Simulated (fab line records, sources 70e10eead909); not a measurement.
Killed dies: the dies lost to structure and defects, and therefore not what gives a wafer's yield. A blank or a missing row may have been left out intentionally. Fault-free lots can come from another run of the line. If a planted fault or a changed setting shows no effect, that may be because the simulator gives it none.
Which tool did it?    flow nand_harc    66 wafers from 22 lots sampled at 2 of the route's 1302 steps

## WHAT THE GAUGES READ, wafer by wafer
NHARC_A_CHANNEL_FILL_D1_THK_MEAS_06: measures by ellipsometry.
lot   measured      on             thk_nm (nm)
L074  day 10 06:19  film_metro-02  5.7 5.4 6.4
L075  day 10 16:52  film_metro-02  6.4 5.5 6.3
L076  day 11 06:05  film_metro-01  6.2 6.0 6.6
L077  day 11 14:14  film_metro-02  5.7 5.5 4.1
L078  day 11 20:14  film_metro-02  4.7 5.6 4.4
L079  day 12 07:43  film_metro-02  6.1 4.7 4.5
L080  day 13 00:33  film_metro-02  2.4 4.8 3.0
L081  day 13 00:33  film_metro-01  5.6 4.0 5.4
L082  day 14 00:07  film_metro-02  4.1 5.7 5.8
L083  day 14 16:22  film_metro-02  4.7 5.6 5.5
L084  day 14 16:22  film_metro-01  5.1 4.2 5.1
L085  day 15 08:22  film_metro-02  4.6 4.5 3.8
L086  day 15 17:33  film_metro-02  3.6 5.8 5.1
L088  day 16 13:26  film_metro-02  5.8 4.4 5.6
L089  day 16 16:41  film_metro-01  4.7 4.2 4.3
L091  day 17 17:10  film_metro-01  5.1 5.1 6.2
L093  day 18 06:38  film_metro-01  5.8 4.2 3.0
L092  day 18 06:38  film_metro-02  4.5 4.2 3.7
L094  day 18 19:28  film_metro-02  7.2 6.6 5.3
L095  day 19 00:02  film_metro-02  5.5 3.3 5.0
L096  day 19 16:49  film_metro-01  6.6 4.2 5.0
L097  day 20 04:49  film_metro-01  3.8 4.6 6.5

## WHAT TOOL EACH LOT RAN ON (gives the tool, then ch and the chambers of the sampled wafers, and finally the start)
lot   NHARC_A_CHANNEL_HOLE_D1_XSEM_31
L074  xsem-01 ch 0, day 8 17:32
L075  xsem-02 ch 0, day 9 03:07
L076  xsem-01 ch 0, day 9 14:28
L077  xsem-02 ch 0, day 10 01:36
L078  xsem-01 ch 0, day 10 07:50
L079  xsem-01 ch 0, day 10 19:04
L080  xsem-01 ch 0, day 11 11:55
L081  xsem-02 ch 0, day 11 14:25
L082  xsem-01 ch 0, day 12 10:17
L083  xsem-01 ch 0, day 13 02:11
L084  xsem-02 ch 0, day 13 05:32
L085  xsem-02 ch 0, day 13 19:04
L086  xsem-02 ch 0, day 14 04:20
L088  xsem-01 ch 0, day 15 00:49
L089  xsem-02 ch 0, day 15 04:05
L091  xsem-01 ch 0, day 16 05:11
L093  xsem-02 ch 0, day 16 17:46
L092  xsem-02 ch 0, day 16 18:10
L094  xsem-01 ch 0, day 17 07:08
L095  xsem-02 ch 0, day 17 11:55
L096  xsem-01 ch 0, day 18 04:35
L097  xsem-02 ch 0, day 18 16:51
- NHARC_A_CHANNEL_HOLE_D1_XSEM_31

## WHAT THE TOOLS THEMSELVES READ (means of the sampled wafers that have a number; where no wafer has one, the mark that the record gives instead)
NHARC_A_CHANNEL_HOLE_D1_XSEM_31.
lot   tool     bot_cd_nm (nm)  bow_nm (nm)  tilt_deg (degrees)
L074  xsem-01  74.2            8.99         0.08
L075  xsem-02  70.7            8.72         0.08
L076  xsem-01  75.4            8.82         0.05
L077  xsem-02  77.1            8.38         0.14
L078  xsem-01  74.8            9.01         0.00
L079  xsem-01  77.8            8.64         0.07
L080  xsem-01  75.8            9.26         0.09
L081  xsem-02  74.5            8.80         0.12
L082  xsem-01  74.7            8.84         0.02
L083  xsem-01  73.3            8.43         0.09
L084  xsem-02  76.0            8.97         0.08
L085  xsem-02  75.7            8.99         0.05
L086  xsem-02  75.6            8.95         0.08
L088  xsem-01  72.8            9.02         0.10
L089  xsem-02  73.8            8.80         0.13
L091  xsem-01  74.0            8.61         0.05
L093  xsem-02  74.3            8.69         0.04
L092  xsem-02  76.5            8.12         0.07
L094  xsem-01  74.3            8.57         0.01
L095  xsem-02  77.7            8.81         -0.02
L096  xsem-01  77.7            9.14         0.13
L097  xsem-02  73.1            8.64         0.13

## THE ANSWER, worked out from the rows above alone
Rule: what is usual is taken from the lots themselves. The widest of any qualifying gaps counts: lots, ordered by their means at a reading, are off when they make up no more than a third of the lots, leave a main group of 4 or more, and stand apart from it by 3 or more times the standard deviation of that group's means. A main group is skipped when, at the precision printed for the reading in the tables above, its means are all equal. A lot without any number at a reading at which 4 lots or more have one is off too. All remaining lots with rows at the step are treated as sound. Order of review: gauges by route order, followed by the tools' own readings, for which a lot's mean as printed above is used. The first step at which some lot is off is used, and at that step the reading that is off furthest; a lot without a number counts as furthest.
No lot is off on any of the readings shown, so nothing can be concluded from this.

## WHAT HAD BEEN PUT IN BY THE SIMULATOR
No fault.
